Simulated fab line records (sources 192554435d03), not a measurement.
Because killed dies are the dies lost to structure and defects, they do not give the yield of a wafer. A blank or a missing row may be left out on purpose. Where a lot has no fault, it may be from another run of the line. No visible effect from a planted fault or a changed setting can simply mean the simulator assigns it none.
Chamber matching | flow n5_finfet | 3 sister chambers for N5_BEOL_M6_PECVD_70 on pecvd-04
The step deposits SiO2 from TEOS/O2, target thk 20 nm, time 22.7 s. 18 wafers are shown with their chamber, then 9 later ones without.

== WAFERS PAIRED WITH THEIR CHAMBERS ==
wafer  | chamber | showerhead_plenum_p_Torr (Torr) | throttle_valve_pct (%) | heater_power_w (W)
L075.1 | 2       | 8.73                            | 21.6                   | 678
L075.4 | 2       | 8.71                            | 22.1                   | 677
L075.6 | 0       | 8.79                            | 21.7                   | 717
L076.2 | 2       | 8.70                            | 21.9                   | 801
L076.5 | 0       | 8.79                            | 21.7                   | 688
L076.6 | 2       | 8.73                            | 21.8                   | 793
L077.1 | 2       | 8.74                            | 22.0                   | 806
L077.4 | 0       | 8.79                            | 22.1                   | 710
L077.6 | 1       | 8.70                            | 22.6                   | 677
L083.2 | 0       | 8.77                            | 22.0                   | 678
L083.3 | 1       | 8.69                            | 22.3                   | 685
L083.4 | 0       | 8.79                            | 21.9                   | 652
L084.1 | 2       | 8.73                            | 22.0                   | 658
L084.2 | 1       | 8.69                            | 22.4                   | 696
L084.3 | 0       | 8.80                            | 22.2                   | 672
L088.1 | 2       | 8.71                            | 22.3                   | 787
L088.2 | 0       | 8.79                            | 22.1                   | 639
L088.5 | 2       | 8.71                            | 21.8                   | 782

SIGNATURES (averages over the wafers above)
reading                  | chamber 0 | chamber 1 | chamber 2 | scatter within a chamber
showerhead_plenum_p_Torr | 8.7886    | 8.6933    | 8.7200    | 0.0114
throttle_valve_pct       | 21.957    | 22.433    | 21.938    | 0.2
heater_power_w           | 679.43    | 686.00    | 747.75    | 47.6
Rule: a wafer lies at a distance from a chamber equal to the root of the sum of squares, over the readings, of (its reading less the chamber's mean, divided by the reading's scatter). If the next closest chamber is less than 2 further off than the closest, the wafer can't be placed; otherwise it belongs to the closest. The scatter: the root of (the sum of the squares of (reading less its chamber's mean) over the shown wafers, divided by (wafers less chambers)).

== WAFERS MISSING THEIR CHAMBER ==
wafer  | showerhead_plenum_p_Torr (Torr) | throttle_valve_pct (%) | heater_power_w (W)
L091.1 | 8.73                            | 22.0                   | 815
L091.3 | 8.79                            | 21.8                   | 665
L091.6 | 8.69                            | 22.5                   | 620
L092.1 | 8.71                            | 22.2                   | 811
L092.4 | 8.78                            | 22.0                   | 675
L092.6 | 8.74                            | 22.2                   | 818
L095.1 | 8.69                            | 22.2                   | 610
L095.2 | 8.79                            | 21.9                   | 672
L095.5 | 8.74                            | 21.9                   | 671

== WHICH CHAMBER EACH WENT THROUGH ==
wafer  | from the rows above     | in truth
L091.1 | 2                       | 2
L091.3 | 0                       | 0
L091.6 | 1                       | 1
L092.1 | can't be placed: 2 or 1 | 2
L092.4 | 0                       | 0
L092.6 | 2                       | 2
L095.1 | 1                       | 1
L095.2 | 0                       | 0
L095.5 | can't be placed: 2 or 0 | 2
Placed correctly: 7 of 9. These rows do not allow placing 2 (true chamber among the candidates in 2). Placed wrongly: 0.
